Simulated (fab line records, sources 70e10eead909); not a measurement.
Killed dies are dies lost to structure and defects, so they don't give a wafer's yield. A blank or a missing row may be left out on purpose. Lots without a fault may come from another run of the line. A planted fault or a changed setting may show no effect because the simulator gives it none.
A struck lot beside a sound one | flow nand_harc | 16 steps out of a route of 1159
Sound: wafers L716.1, L716.2, L716.6. Struck: wafers L722.1, L722.2, L722.4. The cause comes at the end.
At each step with rows: each side's tool, then ch and its chambers, then its first start. Under that, the readings that differ: sound wafers | struck wafers | difference of the means | sigmas: that difference in standard deviations of wafers without a fault.
alike: readings whose means differ by less than 2 such deviations, and words and numbers that are the same on both sides. not compared: withheld readings, readings that some wafer has no value for, bounds like >300 that may hide the same value, and numbers for which the record gives no deviation and whose values overlap.
The two part at a step that has a row with sigmas, a row that says differs or no value, or rows on one side only. Numbers that don't overlap but have no deviation are shown without sigmas and don't part them. A reading that every wafer of one side lacks parts them only if that side has two wafers or more.

NHARC_A_CONTACT_ETCH_139: etches the open film in C4F8/O2/Ar, time 137 s, target depth 590 nm.
  sound on har_cap_etch-02 ch 0,1, day 19 05:03; struck on har_cap_etch-01 ch 0,1, day 20 00:25
  not compared: rf_hours_counter_h
NHARC_A_CONTACT_ETCH_92: etches the open film in CH3F/O2, target depth 40 nm, time 85.7 s.
  sound on rie_diel-04 ch 0,2,3, day 19 05:28; struck on rie_diel-03 ch 0,1,3, day 20 00:50
  alike: drypump_motor_current_A, mfc_ar_sccm, oes_product_au, rf_vpp_V, showerhead_plenum_p_Torr, throttle_valve_pct
  not compared: rf_hours_counter_h
NHARC_A_CONTACT_ETCH_98: etches the open film in C4F6/O2, target depth 20 nm, time 10 s.
  sound on rie_diel-04 ch 2,3; struck on rie_diel-03 ch 0,2,3
  alike: drypump_motor_current_A, mfc_ar_sccm, oes_product_au, rf_vpp_V, showerhead_plenum_p_Torr, throttle_valve_pct
  not compared: rf_hours_counter_h
NHARC_A_CONTACT_CD_MEAS_15:
  sound on cd_sem-02, day 19 05:40; struck on cd_sem-03, day 20 01:02
  alike: cd_nm
then, 3 steps without rows for these wafers: NHARC_A_CONTACT_STRIP_107 (strips in N2/H2); NHARC_A_CONTACT_STRIP_108 (strips in CF4/CHF3); NHARC_A_CONTACT_STRIP_109 (strips in O2/COS).
NHARC_A_CONTACT_ETCH_110: etches the open film in CF4/O2, target depth 50 nm, overetch 5 nm, time 27.5 s.
  sound on rie_diel-03 ch 0,1,2, day 19 05:59; struck on rie_diel-03 ch 0,1,2, day 20 01:20
  alike: drypump_motor_current_A, mfc_ar_sccm, oes_product_au, rf_vpp_V, showerhead_plenum_p_Torr, throttle_valve_pct
  not compared: rf_hours_counter_h
then, 2 steps without rows for these wafers: NHARC_A_CONTACT_STRIP_26 (strips in O2); NHARC_A_CONTACT_STRIP_27 (strips in post etch residue remover, time 600 s).
NHARC_A_CONTACT_ALD_18: deposits TiN, target thk 3 nm, pulse time 1 s, ald cycles 150.
  sound on ald_metal-02 ch 0,3, day 19 06:37; struck on ald_metal-03 ch 1,2,3, day 20 02:01
  alike: heater_power_w, precursor_pulse_height_rel
then, 1 step without rows for these wafers: NHARC_A_CONTACT_CVD_19 (deposits W, target thk 300 nm, time 802 s).
NHARC_A_CONTACT_CMP_20: polishes, t overpolish 30 s, target thk 300 nm.
  sound on cmp-03 ch 0,2, day 19 10:13; struck on cmp-04 ch 0,2,3, day 20 11:55
  reading                | sound                | struck            | difference | sigmas
  overpolish_run_s (s)   | 30.005 29.999 30.003 | 0.045 0.039 0.047 | -29.959    | -99 or more
  time_to_endpoint_s (s) | 61 60 60             | 118 117 117       | +57        | +18
  alike: motor_current_A
then, 1 step without rows for these wafers: NHARC_A_CONTACT_SRD_22.
NHARC_A_CONTACT_INSPECT_23:
  sound on defect_inspect-02, day 19 10:35; struck on defect_inspect-01, day 20 12:19
  reading          | sound       | struck         | difference | sigmas
  raw_defect_count | 366 232 332 | 2772 2568 2527 | +2312      | +23
-- the record jumps here: 2 days lie between the struck wafers' starts before and after (it left off in module A_CONTACT and takes up again in module END, whose first step shown is number 1159 of the route) --
NHARC_END_SORT_01:
  sound on prober-01 ch 0, day 21 09:27; struck on prober-01 ch 0, day 22 13:47
  reading         | sound    | struck      | difference | sigmas
  killed_at_array | 41 40 35 | 673 674 586 | +606       | +55
  killed_dies     | 42 45 38 | 677 677 592 | +607       | +51
  alike: killed_at_other, killed_at_periphery, killed_open, killed_short

WHERE THEY PART
First at NHARC_A_CONTACT_CMP_20; last, within this record, at NHARC_END_SORT_01.

WHY: what the simulator had put in
Process parameter drift: cmp-04, from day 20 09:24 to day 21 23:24, at NHARC_A_CONTACT_CMP_20. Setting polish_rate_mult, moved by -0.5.
